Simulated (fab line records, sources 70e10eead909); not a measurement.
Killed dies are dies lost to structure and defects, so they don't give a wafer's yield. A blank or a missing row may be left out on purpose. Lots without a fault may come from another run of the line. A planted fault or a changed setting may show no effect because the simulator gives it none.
Chamber matching | flow nand_harc | NHARC_P_BONDPAD_CMP_32 on cmp-04: 4 sister chambers
The step polishes SiCN, target thk 200 nm. 4 wafers are shown with their chamber, then 10 later ones without.

WAFERS WITH THEIR CHAMBER
wafer  | chamber | motor_current_A (A)
L087.6 | 3       | 11.2
L088.6 | 1       | 12.8
L089.3 | 2       | 13.6
L089.4 | 0       | 12.5

WAFERS WITHOUT THEIR CHAMBER
wafer  | motor_current_A (A)
L089.6 | 11.5
L091.1 | 11.2
L091.2 | 11.5
L091.3 | 14.7
L093.2 | 13.7
L093.3 | 12.5
L093.4 | 12.6
L096.2 | 11.3
L096.4 | 11.8
L096.5 | 13.5

WHICH CHAMBER EACH WENT THROUGH
wafer  | from the rows above          | in truth
L089.6 | can't be placed: 3 or 0      | 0
L091.1 | 3                            | 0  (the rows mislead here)
L091.2 | can't be placed: 3 or 0      | 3
L091.3 | can't be placed: 2 or 1      | 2
L093.2 | can't be placed: 2 or 1      | 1
L093.3 | can't be placed: 0 or 1      | 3
L093.4 | can't be placed: 0 or 1      | 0
L096.2 | 3                            | 3
L096.4 | can't be placed: 3 or 0 or 1 | 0
L096.5 | can't be placed: 2 or 1      | 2
Placed correctly: 1 of 10. Can't be placed from these rows: 8 (the true chamber is among the candidates in 7). Placed wrongly: 1.
How it was worked out, from the rows above alone: a wafer's distance from a chamber is the root of the sum, over the readings, of the square of ((its reading less the chamber's mean) divided by the reading's scatter). The wafer belongs to the nearest chamber; if the next one is less than 2 further off, it can't be placed. A chamber's mean is the mean of its shown wafers. The scatter: with one shown wafer a chamber, the root of the mean of the squares of how far each hidden wafer lies from its nearest shown one.
